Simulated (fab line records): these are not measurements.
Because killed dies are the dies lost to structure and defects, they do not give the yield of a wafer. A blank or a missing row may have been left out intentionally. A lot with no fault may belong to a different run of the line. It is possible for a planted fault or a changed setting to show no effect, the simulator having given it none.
Which tool did it? -- flow nand_harc -- 72 wafers from 24 lots sampled at 5 of the route's 1159 steps

== WHAT EACH GAUGE READ, for each wafer ==
NHARC_A_CONTACT_CD_MEAS_80.
lot,measured,on,cd_nm (nm)
L074,day 16 19:55,cd_sem-03,190.4 189.7 189.8
L076,day 17 05:13,cd_sem-01,190.3 190.1 190.1
L075,day 17 06:05,cd_sem-01,189.7 190.7 189.9
L079,day 17 11:12,cd_sem-01,189.3 188.9 189.9
L077,day 17 11:35,cd_sem-02,189.2 188.9 189.3
L078,day 18 07:59,cd_sem-01,189.4 189.2 189.3
L082,day 18 16:23,cd_sem-03,190.9 190.2 190.6
L081,day 18 16:50,cd_sem-01,189.9 189.8 189.8
L084,day 18 21:43,cd_sem-02,190.3 190.5 190.3
L080,day 18 22:34,cd_sem-01,190.0 190.5 190.3
L083,day 19 03:31,cd_sem-01,190.3 189.8 189.7
L085,day 19 17:32,cd_sem-01,189.5 190.5 190.0
L088,day 19 19:02,cd_sem-02,190.0 189.9 189.7
L087,day 19 22:10,cd_sem-03,190.4 189.7 190.5
L086,day 20 11:17,cd_sem-02,189.1 189.5 189.5
L089,day 20 12:56,cd_sem-02,190.5 190.7 190.2
L091,day 20 23:36,cd_sem-02,189.8 189.2 189.4
L090,day 21 01:17,cd_sem-02,189.5 189.7 189.8
L093,day 21 03:41,cd_sem-03,190.0 189.8 189.0
L092,day 21 04:44,cd_sem-03,189.9 190.0 190.0
L094,day 22 09:31,cd_sem-01,188.5 189.1 189.1
L095,day 22 13:25,cd_sem-03,189.1 189.7 188.9
L096,day 22 18:07,cd_sem-02,190.2 189.5 190.0
L097,day 22 21:47,cd_sem-02,190.4 190.4 189.6

NHARC_A_CONTACT_CD_MEAS_08: the cd target is 100 nm.
lot,measured,on,cd_nm (nm)
L074,day 17 00:16,cd_sem-02,99.7 99.2 99.1
L076,day 17 09:01,cd_sem-03,101.0 100.5 99.9
L075,day 17 09:53,cd_sem-02,100.4 99.9 100.3
L079,day 17 15:01,cd_sem-01,99.4 100.3 99.9
L077,day 17 17:32,cd_sem-01,99.8 100.0 99.4
L078,day 18 13:13,cd_sem-02,99.4 98.8 100.0
L082,day 18 19:19,cd_sem-01,99.6 99.3 99.5
L081,day 18 19:49,cd_sem-01,100.5 99.4 100.4
L084,day 19 00:49,cd_sem-01,99.2 99.5 100.0
L080,day 19 01:52,cd_sem-02,100.5 99.9 100.2
L083,day 19 07:35,cd_sem-03,100.1 99.6 100.6
L085,day 19 20:28,cd_sem-01,100.2 100.5 99.4
L088,day 20 00:30,cd_sem-03,99.5 99.2 99.7
L087,day 20 02:16,cd_sem-01,100.2 100.3 101.0
L086,day 20 18:06,cd_sem-01,99.5 99.9 100.1
L089,day 20 19:02,cd_sem-03,100.0 100.0 99.3
L091,day 21 02:50,cd_sem-02,100.7 100.1 100.5
L090,day 21 08:16,cd_sem-02,100.2 100.0 99.7
L093,day 21 08:22,cd_sem-01,99.8 99.9 100.3
L092,day 21 09:03,cd_sem-01,99.6 99.9 99.9
L094,day 22 13:45,cd_sem-03,100.0 100.2 100.5
L095,day 22 17:25,cd_sem-03,99.5 99.4 99.5
L096,day 22 21:23,cd_sem-02,100.6 100.5 101.6
L097,day 23 02:23,cd_sem-02,100.1 100.0 99.9

NHARC_A_BLC_CD_MEAS_10: the cd target is 100 nm.
lot,measured,on,cd_nm (nm)
L074,day 17 12:36,cd_sem-01,99.5 99.0 99.3
L076,day 17 14:52,cd_sem-03,99.3 99.2 99.9
L075,day 17 15:28,cd_sem-01,99.6 99.1 100.3
L079,day 17 21:47,cd_sem-01,99.7 99.9 99.8
L077,day 17 22:58,cd_sem-03,99.5 99.3 99.7
L078,day 18 19:14,cd_sem-02,100.5 99.6 99.9
L082,day 19 03:52,cd_sem-01,100.7 100.6 100.0
L081,day 19 04:44,cd_sem-01,100.3 100.1 100.1
L084,day 19 12:11,cd_sem-02,99.8 99.2 99.5
L080,day 19 12:56,cd_sem-03,99.9 99.8 100.7
L083,day 19 18:26,cd_sem-01,100.2 101.6 100.4
L085,day 20 05:53,cd_sem-02,100.3 100.3 100.0
L088,day 20 10:51,cd_sem-01,99.6 100.4 100.8
L087,day 20 10:58,cd_sem-01,99.8 100.2 99.6
L086,day 21 03:02,cd_sem-03,100.3 100.1 100.3
L089,day 21 03:45,cd_sem-01,100.4 99.9 100.0
L091,day 21 10:40,cd_sem-03,99.5 100.1 99.8
L090,day 21 15:01,cd_sem-02,100.4 100.2 100.5
L093,day 21 15:46,cd_sem-01,99.7 99.6 100.4
L092,day 21 16:56,cd_sem-01,100.7 99.4 100.9
L094,day 22 19:38,cd_sem-01,99.9 100.3 100.0
L095,day 23 09:27,cd_sem-03,99.9 99.8 100.2
L096,day 23 10:04,cd_sem-03,100.9 99.6 100.5
L097,day 23 10:49,cd_sem-03,100.7 99.9 100.7

NHARC_A_BLC_CD_MEAS_19.
lot,measured,on,cd_nm (nm)
L074,day 17 13:46,cd_sem-02,102.6 100.6 101.1
L076,day 17 16:04,cd_sem-02,99.5 100.0 98.3
L075,day 17 16:49,cd_sem-03,100.4 99.3 104.0
L079,day 17 22:56,cd_sem-02,101.9 99.8 98.6
L077,day 18 00:06,cd_sem-03,99.2 98.8 98.3
L078,day 18 20:23,cd_sem-02,103.2 100.1 99.9
L082,day 19 05:01,cd_sem-01,103.2 104.5 99.4
L081,day 19 05:57,cd_sem-03,99.3 104.5 99.3
L084,day 19 13:20,cd_sem-03,100.6 97.9 97.4
L080,day 19 14:06,cd_sem-03,101.2 100.0 100.1
L083,day 19 19:35,cd_sem-03,101.3 101.4 103.2
L085,day 20 07:02,cd_sem-02,102.1 101.3 99.0
L088,day 20 12:12,cd_sem-01,97.0 97.2 93.5
L087,day 20 12:23,cd_sem-02,97.7 97.2 101.2
L086,day 21 04:12,cd_sem-03,100.8 95.5 99.5
L089,day 21 04:54,cd_sem-02,99.5 98.7 99.7
L091,day 21 11:50,cd_sem-03,99.4 102.0 95.7
L090,day 21 16:10,cd_sem-02,95.7 93.7 96.0
L093,day 21 16:56,cd_sem-03,97.8 98.2 97.1
L092,day 21 18:04,cd_sem-01,99.0 96.4 100.5
L094,day 22 20:47,cd_sem-03,102.2 95.3 99.2
L095,day 23 10:37,cd_sem-01,98.5 97.6 95.1
L096,day 23 11:22,cd_sem-02,97.8 99.3 100.1
L097,day 23 11:58,cd_sem-02,103.5 95.8 100.2

== TOOL THAT RAN EACH LOT (tool first, then ch and the chambers of the sampled wafers, then the start) ==
lot,NHARC_A_CONTACT_ALD_18
L074,"ald_metal-03 ch 0,2, day 17 03:46"
L076,"ald_metal-03 ch 1,2,3, day 17 12:38"
L075,"ald_metal-04 ch 0,1,2, day 17 13:28"
L079,"ald_metal-03 ch 0,1, day 17 18:39"
L077,"ald_metal-02 ch 1,2,3, day 17 20:58"
L078,"ald_metal-04 ch 1,2, day 18 17:09"
L082,"ald_metal-04 ch 0,3, day 18 22:47"
L081,"ald_metal-02 ch 0,1,2, day 18 23:28"
L084,"ald_metal-04 ch 1,2, day 19 04:23"
L080,"ald_metal-03 ch 0,1,2, day 19 05:39"
L083,"ald_metal-04 ch 0,1,2, day 19 11:22"
L085,"ald_metal-04 ch 0,2, day 19 23:57"
L088,"ald_metal-04 ch 1,2, day 20 04:53"
L087,"ald_metal-03 ch 0,3, day 20 05:46"
L086,"ald_metal-03 ch 0,1,3, day 20 21:59"
L089,"ald_metal-04 ch 1,2, day 20 22:42"
L091,"ald_metal-03 ch 0,1,2, day 21 06:24"
L090,"ald_metal-04 ch 0,2, day 21 11:42"
L093,"ald_metal-03 ch 0,3, day 21 12:12"
L092,"ald_metal-04 ch 0,3, day 21 12:55"
L094,"ald_metal-02 ch 0,2,3, day 22 17:31"
L095,"ald_metal-02 ch 0,2,3, day 22 22:42"
L096,"ald_metal-03 ch 0,1,2, day 23 01:55"
L097,"ald_metal-02 ch 0,2,3, day 23 06:05"
- NHARC_A_CONTACT_ALD_18: deposits TiN, target thk 3 nm, pulse time 1 s, ald cycles 150.

== WHAT THE TOOLS THEMSELVES READ (means of the sampled wafers that have a number; where no wafer has one, the mark that the record gives instead) ==
NHARC_A_CONTACT_ALD_18.
lot,tool,heater_power_w (W),precursor_pulse_height_rel
L074,ald_metal-03,949,0.986
L076,ald_metal-03,1013,1.017
L075,ald_metal-04,1006,0.999
L079,ald_metal-03,1118,1.016
L077,ald_metal-02,1032,0.993
L078,ald_metal-04,928,0.993
L082,ald_metal-04,1012,1.006
L081,ald_metal-02,1024,1.011
L084,ald_metal-04,950,1.002
L080,ald_metal-03,1042,0.977
L083,ald_metal-04,970,0.997
L085,ald_metal-04,940,0.992
L088,ald_metal-04,932,1.005
L087,ald_metal-03,1049,0.998
L086,ald_metal-03,1077,0.993
L089,ald_metal-04,912,0.998
L091,ald_metal-03,1034,1.012
L090,ald_metal-04,1000,1.007
L093,ald_metal-03,1039,0.996
L092,ald_metal-04,991,1.010
L094,ald_metal-02,1072,1.019
L095,ald_metal-02,1063,1.002
L096,ald_metal-03,996,1.015
L097,ald_metal-02,1064,0.995

== THE ANSWER, worked out from the rows above alone ==
Rule: the lots themselves supply what counts as usual. The widest of any qualifying gaps counts: lots, ordered by their means at a reading, are off when they make up no more than a third of the lots, leave a main group of 4 or more, and stand apart from it by 3 or more times the standard deviation of that group's means. A main group whose means are all the same, to the digits that the tables above print for the reading, isn't used. A lot without any number at a reading at which 4 lots or more have one is off too. Where the step has rows for the other lots, those lots are counted as sound. After the gauges, taken in route order, come the tools' own readings; for these a lot's mean is taken, as printed above. The first step at which some lot is off is used, and at that step the reading that is off furthest; a lot without a number counts as furthest.
No lot is off on any of the readings shown, so nothing can be concluded from this.

== WHAT THE SIMULATOR HAD PUT IN ==
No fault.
